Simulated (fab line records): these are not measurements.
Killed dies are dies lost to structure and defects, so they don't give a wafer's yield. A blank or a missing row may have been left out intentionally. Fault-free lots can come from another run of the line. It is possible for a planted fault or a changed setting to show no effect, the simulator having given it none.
Chamber matching || flow n5 finfet || 3 sister chambers for N5_BEOL_M8_PECVD_70 on pecvd-04
The step deposits SiO2 from TEOS/O2, target thk 20 nm, time 22.7 s. 3 wafers are shown with their chamber, then 7 later ones without.

EACH WAFER AND ITS CHAMBER
{"wafer": "L086.2", "chamber": 1, "throttle valve pct (%)": 23.2}
{"wafer": "L088.1", "chamber": 0, "throttle valve pct (%)": 21.0}
{"wafer": "L088.3", "chamber": 2, "throttle valve pct (%)": 21.0}

WAFERS MISSING THEIR CHAMBER
{"wafer": "L088.6", "throttle valve pct (%)": 22.9}
{"wafer": "L091.2", "throttle valve pct (%)": 22.8}
{"wafer": "L091.4", "throttle valve pct (%)": 20.8}
{"wafer": "L091.5", "throttle valve pct (%)": 23.1}
{"wafer": "L092.1", "throttle valve pct (%)": 21.1}
{"wafer": "L092.2", "throttle valve pct (%)": 21.2}
{"wafer": "L092.5", "throttle valve pct (%)": 21.4}

WHICH CHAMBER EACH WENT THROUGH
{"wafer": "L088.6", "from the rows above": 1, "in truth": 1}
{"wafer": "L091.2", "from the rows above": 1, "in truth": 1}
{"wafer": "L091.4", "from the rows above": "can't be placed: 0 or 2", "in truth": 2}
{"wafer": "L091.5", "from the rows above": 1, "in truth": 1}
{"wafer": "L092.1", "from the rows above": "can't be placed: 0 or 2", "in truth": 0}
{"wafer": "L092.2", "from the rows above": "can't be placed: 0 or 2", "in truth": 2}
{"wafer": "L092.5", "from the rows above": "can't be placed: 0 or 2", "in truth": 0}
Placed correctly: 3 of 7. Not placeable from these rows: 4 (in 4, the candidates include the true chamber). Placed wrongly: 0.
How it was worked out, from the rows above alone: a wafer's distance from a chamber is the root of the sum, over the readings, of the square of ((its reading less the chamber's mean) divided by the reading's scatter). If the next closest chamber is less than 2 further off than the closest, the wafer can't be placed; otherwise it belongs to the closest. A chamber's mean is the mean of its shown wafers. The scatter: root of mean squared gap, hidden wafer to nearest shown wafer, with one shown wafer a chamber.
